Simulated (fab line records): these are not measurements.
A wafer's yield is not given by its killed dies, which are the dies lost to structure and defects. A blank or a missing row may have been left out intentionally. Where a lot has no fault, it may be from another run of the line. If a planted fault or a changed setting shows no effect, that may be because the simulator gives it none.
Matching of chambers	flow n5_finfet	N5_BEOL_M5_ALD_86 on ald_metal-01 has 4 sister chambers
The step deposits TaN, pulse time 2 s, purge time 3 s, co reactant purge time 2 s. 8 wafers are shown with their chamber, then 7 later ones without.

## WAFERS WITH THEIR CHAMBER
wafer	chamber	heater_power_w (W)	precursor_vessel_pressure_torr (Torr)
L083.6	1	417	26.23
L088.1	3	441	26.24
L088.3	2	481	26.31
L089.1	3	446	26.19
L089.3	0	446	26.30
L089.4	2	490	26.20
L092.2	0	431	26.25
L092.4	1	425	26.27

## WAFERS WHOSE CHAMBER IS MISSING
wafer	heater_power_w (W)	precursor_vessel_pressure_torr (Torr)
L092.6	452	26.32
L094.1	484	26.25
L094.2	416	26.22
L094.3	446	26.29
L097.2	428	26.33
L097.4	469	26.26
L097.5	445	26.29

## EACH ONE'S CHAMBER
wafer	from the rows above	in truth
L092.6	can't be placed: 0 or 3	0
L094.1	2	2
L094.2	1	1
L094.3	can't be placed: 0 or 3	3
L097.2	can't be placed: 0 or 1 or 3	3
L097.4	can't be placed: 2 or 3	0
L097.5	can't be placed: 0 or 3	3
Placed correctly: 2 of 7. Cannot be placed on the basis of these rows: 5; the candidates contain the true chamber in 4. 0 placed wrongly.
How it was worked out, from the rows above alone: a wafer's distance from a chamber is the root of the sum, over the readings, of the square of ((its reading less the chamber's mean) divided by the reading's scatter). If the next closest chamber is less than 2 further off than the closest, the wafer can't be placed; otherwise it belongs to the closest. For every chamber, the mean is computed from those of its wafers that are shown. The scatter: the root of (the sum of the squares of (reading less its chamber's mean) over the shown wafers, divided by (wafers less chambers)).
